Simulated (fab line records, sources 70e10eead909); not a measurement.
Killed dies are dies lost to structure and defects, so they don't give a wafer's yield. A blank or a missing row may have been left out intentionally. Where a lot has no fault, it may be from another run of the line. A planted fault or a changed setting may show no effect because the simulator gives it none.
Chamber matching / flow nandHarc / NHARC_P_M0_PRE_CLEAN_31 on pecvd-02 has 3 sister chambers
The step time 12 s. 6 wafers are shown with their chamber, then 10 later ones without.

== EACH WAFER AND ITS CHAMBER ==
wafer=L085.1; chamber=0; heaterPowerW (W)=626
wafer=L085.2; chamber=2; heaterPowerW (W)=671
wafer=L088.3; chamber=2; heaterPowerW (W)=669
wafer=L088.5; chamber=1; heaterPowerW (W)=635
wafer=L090.2; chamber=1; heaterPowerW (W)=600
wafer=L090.3; chamber=0; heaterPowerW (W)=689

== WAFERS WHOSE CHAMBER IS MISSING ==
wafer=L090.6; heaterPowerW (W)=688
wafer=L089.1; heaterPowerW (W)=685
wafer=L089.4; heaterPowerW (W)=628
wafer=L089.5; heaterPowerW (W)=665
wafer=L092.3; heaterPowerW (W)=665
wafer=L092.5; heaterPowerW (W)=654
wafer=L092.6; heaterPowerW (W)=666
wafer=L096.3; heaterPowerW (W)=707
wafer=L096.5; heaterPowerW (W)=630
wafer=L096.6; heaterPowerW (W)=643

== THE CHAMBER EACH PASSED THROUGH ==
wafer=L090.6; from the rows above=can't be placed: 2 or 0 or 1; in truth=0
wafer=L089.1; from the rows above=can't be placed: 2 or 0 or 1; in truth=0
wafer=L089.4; from the rows above=can't be placed: 1 or 0 or 2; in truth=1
wafer=L089.5; from the rows above=can't be placed: 2 or 0 or 1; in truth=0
wafer=L092.3; from the rows above=can't be placed: 2 or 0 or 1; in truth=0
wafer=L092.5; from the rows above=can't be placed: 0 or 2 or 1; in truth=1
wafer=L092.6; from the rows above=can't be placed: 2 or 0 or 1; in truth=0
wafer=L096.3; from the rows above=can't be placed: 2 or 0 or 1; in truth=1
wafer=L096.5; from the rows above=can't be placed: 1 or 0 or 2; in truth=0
wafer=L096.6; from the rows above=can't be placed: 0 or 1 or 2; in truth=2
Correct placement for 0 of the 10. From these rows, 10 cannot be placed; in 10 the true chamber is one of the candidates. Wrongly placed: 0.
How it was worked out, from the rows above alone: a wafer's distance from a chamber is the root of the sum, over the readings, of the square of ((its reading less the chamber's mean) divided by the reading's scatter). If the next closest chamber is less than 2 further off than the closest, the wafer can't be placed; otherwise it belongs to the closest. For every chamber, the mean is computed from those of its wafers that are shown. The scatter is the square root of a quotient: the sum, over the shown wafers, of each reading's squared deviation from its chamber's mean, divided by wafers minus chambers.
